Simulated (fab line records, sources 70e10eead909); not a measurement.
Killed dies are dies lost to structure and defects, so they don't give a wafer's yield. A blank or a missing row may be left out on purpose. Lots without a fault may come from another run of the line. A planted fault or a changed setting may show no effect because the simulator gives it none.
Chamber matching | flow nand_harc | NHARC_A_CHANNEL_FILL_D1_CMP_10 on cmp-02: 4 sister chambers
The step polishes, target thk 150 nm. 8 wafers are shown with their chamber, then 10 later ones without.

WAFERS WITH THEIR CHAMBER
wafer  | chamber | motor_current_A (A) | time_to_endpoint_s (s)
L078.5 | 1       | 9.5                 | 15.6
L089.1 | 2       | 11.2                | 15.9
L089.3 | 3       | 9.7                 | 16.4
L091.2 | 1       | 10.3                | 15.8
L091.3 | 3       | 10.1                | 17.1
L091.4 | 0       | 13.2                | 14.4
L095.1 | 0       | 13.6                | 16.8
L095.2 | 2       | 11.5                | 16.2

WAFERS WITHOUT THEIR CHAMBER
wafer  | motor_current_A (A) | time_to_endpoint_s (s)
L095.3 | 9.8                 | 18.0
L094.2 | 11.2                | 16.5
L094.5 | 10.0                | 15.2
L094.6 | 13.5                | 16.4
L097.2 | 9.7                 | 15.9
L097.3 | 13.8                | 15.5
L097.6 | 9.4                 | 18.5
L096.2 | 11.1                | 16.4
L096.5 | 9.2                 | 16.8
L096.6 | 11.1                | 16.4

WHICH CHAMBER EACH WENT THROUGH
wafer  | from the rows above     | in truth
L095.3 | can't be placed: 3 or 1 | 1
L094.2 | 2                       | 2
L094.5 | can't be placed: 1 or 3 | 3
L094.6 | 0                       | 0
L097.2 | can't be placed: 1 or 3 | 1
L097.3 | 0                       | 0
L097.6 | can't be placed: 3 or 1 | 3
L096.2 | 2                       | 2
L096.5 | can't be placed: 3 or 1 | 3
L096.6 | 2                       | 2
Placed correctly: 5 of 10. Can't be placed from these rows: 5 (the true chamber is among the candidates in 5). Placed wrongly: 0.
How it was worked out, from the rows above alone: a wafer's distance from a chamber is the root of the sum, over the readings, of the square of ((its reading less the chamber's mean) divided by the reading's scatter). The wafer belongs to the nearest chamber; if the next one is less than 2 further off, it can't be placed. A chamber's mean is the mean of its shown wafers. The scatter: the root of (the sum of the squares of (reading less its chamber's mean) over the shown wafers, divided by (wafers less chambers)).
